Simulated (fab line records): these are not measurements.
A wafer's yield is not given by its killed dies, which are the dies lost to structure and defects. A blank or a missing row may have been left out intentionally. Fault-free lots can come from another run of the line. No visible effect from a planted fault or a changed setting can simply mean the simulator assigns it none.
Matching of chambers | flow nand_harc | pecvd-02 running NHARC_A_M0_DEP_32: 3 sister chambers
The step deposits SiCN, target thk 30 nm. 3 wafers are shown with their chamber, then 7 later ones without.

== EACH WAFER AND ITS CHAMBER ==
wafer  | chamber | heater_power_outer_w (W)
L840.1 | 2       | 473
L844.2 | 0       | 448
L853.5 | 1       | 301

== WAFERS WHOSE CHAMBER IS MISSING ==
wafer  | heater_power_outer_w (W)
L853.6 | 421
L857.2 | 379
L857.3 | 309
L857.6 | 388
L856.1 | 330
L856.2 | 506
L856.6 | 337

== CHAMBER TAKEN BY EACH ==
wafer  | from the rows above          | in truth
L853.6 | can't be placed: 0 or 2      | 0
L857.2 | can't be placed: 0 or 1 or 2 | 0
L857.3 | 1                            | 1
L857.6 | can't be placed: 0 or 2 or 1 | 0
L856.1 | 1                            | 1
L856.2 | can't be placed: 2 or 0      | 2
L856.6 | can't be placed: 1 or 0      | 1
Placed correctly: 2 of 7. These rows do not allow placing 5 (true chamber among the candidates in 5). 0 placed wrongly.
How it was worked out, from the rows above alone: a wafer's distance from a chamber is the root of the sum, over the readings, of the square of ((its reading less the chamber's mean) divided by the reading's scatter). If the next closest chamber is less than 2 further off than the closest, the wafer can't be placed; otherwise it belongs to the closest. Each chamber's mean is taken over the wafers shown for it. The scatter (one wafer shown for each chamber): square how far every hidden wafer sits from the nearest shown wafer, average those squares and take the square root.
